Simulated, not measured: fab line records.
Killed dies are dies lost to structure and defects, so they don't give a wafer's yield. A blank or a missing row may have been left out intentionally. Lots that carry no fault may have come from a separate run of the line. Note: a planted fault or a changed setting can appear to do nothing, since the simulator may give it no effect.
Struck lot and sound lot, side by side ; flow nand harc ; 15 out of 1302 route steps
Sound: wafers L540.1, L540.3, L540.5. Struck: wafer L551.3. The cause is given at the end.
At each step with rows: each side's tool, then ch and its chambers, then its first start. Under that, the readings that differ: sound wafers ; struck wafers ; difference of the means ; sigmas: that difference in standard deviations of wafers without a fault.
alike: words and numbers the same on both sides, and readings whose means are apart by under 2 such deviations; not compared: readings that were withheld, readings missing a value for some wafer, numbers with overlapping values and no deviation given by the record, and bounds like >300 which may hide the same value.
The two part at a step that has a row with sigmas, a row that says differs or no value, or rows on one side only. Numbers that don't overlap but have no deviation are shown without sigmas and don't part them. A reading missing from all wafers of one side parts the sides only when that side holds two or more wafers.

NHARC_A_DECK1_JOINT_ETCHBACK_00: etches the open film in HBr, target depth 30 nm, time 17.4 s.
  sound on rie si-05 ch 2,3, day 11 17:15; struck on rie si-04 ch 3, day 15 20:37
reading;sound;struck;difference;sigmas
drypump motor current A (A);5.4 5.3 5.2;6.4;+1.1;+2
  alike: bias w, oes product au, rf fwd power W, throttle valve pct
  not compared: rf hours counter h
then, 8 steps without rows for these wafers: NHARC_A_DECK1_JOINT_PRECLEAN_30 (cleans in SC1); NHARC_A_DECK1_JOINT_SRD_31; NHARC_A_DECK1_JOINT_CVD_34 (deposits SiNx, target thk 20 nm); NHARC_A_DECK1_JOINT_DEP_06 (deposits SiOx, target thk 80 nm); NHARC_A_DECK1_JOINT_CURE_26 (time 32 s); NHARC_A_DECK1_JOINT_ANNEAL_27 (time 3600 s); NHARC_A_DECK1_JOINT_ANNEAL_28 (time 1800 s); NHARC_A_DECK1_JOINT_ANNEAL_29 (time 1800 s).
NHARC_A_DECK1_JOINT_CMP_02: polishes SiOx.
  sound on cmp-02 ch 0,1,3, day 12 16:37; struck on cmp-02 ch 2, day 16 18:20
reading;sound;struck;difference;sigmas
motor current A (A);12.4 12.2 12.4;10.1;-2.2;-2
  alike: retaining ring pressure frac
following that, these wafers have no rows for 1 step: NHARC_A_DECK1_JOINT_SRD_15.
NHARC_A_DECK1_JOINT_DEP_16: deposits SiO2, target thk 45 nm.
  sound on pecvd-01 ch 0,1,2, day 12 17:08; struck on pecvd-02 ch 0, day 16 18:43
  alike: heater power w, rf fwd power W, throttle valve pct
NHARC_A_DECK1_JOINT_THK_MEAS_17: measures by ellipsometry.
  sound: film metro-02 at day 12 17:25; struck: film metro-01 at day 16 18:58
  alike: thk nm
NHARC_A_DECK1_JOINT_INSPECT_05:
  sound: defect inspect-01 at day 12 17:26; struck: defect inspect-02 at day 16 19:11
reading;sound;struck;difference;sigmas
raw defect count;444 701 326;993;+503;+4
  not compared: hold
-- record jumps: 12 days between struck wafers' starts before vs after; left off in module A_DECK1_JOINT, resumes in module END, first step shown is number 1302 of the route --
NHARC_END_SORT_01:
  the record has rows for the struck wafers here (prober-02 ch 0, day 28 21:05) and none for the sound ones

== WHERE THEY PART ==
First at NHARC_A_DECK1_JOINT_ETCHBACK_00; last, within this record, at NHARC_END_SORT_01.

WHY: whatever the simulator had introduced
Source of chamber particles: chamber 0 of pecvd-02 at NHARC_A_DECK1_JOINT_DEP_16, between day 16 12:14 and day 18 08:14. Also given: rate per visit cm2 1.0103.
